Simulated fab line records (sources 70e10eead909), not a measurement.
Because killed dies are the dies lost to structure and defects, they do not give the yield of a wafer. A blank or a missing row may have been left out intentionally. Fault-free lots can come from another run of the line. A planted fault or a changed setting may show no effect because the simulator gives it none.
Matching of chambers | flow nand-harc | NHARC_P_GATE_DESCUM_48 on rie-diel-07 has 4 sister chambers
The step chemistry O2, time 3 s. 8 wafers are shown with their chamber, then 7 later ones without.

## WAFERS PAIRED WITH THEIR CHAMBERS
wafer  | chamber | showerhead-plenum-p-Torr (Torr) | drypump-motor-current-A (A)
L920.5 | 3       | 2.01                            | 5.8
L922.1 | 3       | 2.01                            | 5.8
L922.6 | 1       | 1.87                            | 6.1
L923.3 | 0       | 1.82                            | 6.3
L923.5 | 2       | 1.92                            | 5.0
L923.6 | 1       | 1.87                            | 6.1
L924.3 | 2       | 1.92                            | 5.0
L924.4 | 0       | 1.81                            | 6.4

## WAFERS WHOSE CHAMBER IS MISSING
wafer  | showerhead-plenum-p-Torr (Torr) | drypump-motor-current-A (A)
L924.5 | 2.01                            | 5.8
L934.1 | 2.01                            | 5.8
L934.2 | 1.92                            | 5.0
L934.4 | 1.87                            | 6.1
L938.1 | 1.87                            | 6.1
L938.2 | 1.81                            | 6.3
L938.3 | 2.01                            | 5.8

## CHAMBER TAKEN BY EACH
wafer  | from the rows above | in truth
L924.5 | 3                   | 3
L934.1 | 3                   | 3
L934.2 | 2                   | 2
L934.4 | 1                   | 1
L938.1 | 1                   | 1
L938.2 | 0                   | 0
L938.3 | 3                   | 3
Placed correctly: 7 of 7. Left unplaced by these rows: 0. Placed wrongly: 0.
How it was worked out, from the rows above alone: a wafer's distance from a chamber is the root of the sum, over the readings, of the square of ((its reading less the chamber's mean) divided by the reading's scatter). The wafer belongs to the nearest chamber; if the next one is less than 2 further off, it can't be placed. A chamber's mean is the mean of its shown wafers. The scatter: the root of (the sum of the squares of (reading less its chamber's mean) over the shown wafers, divided by (wafers less chambers)).
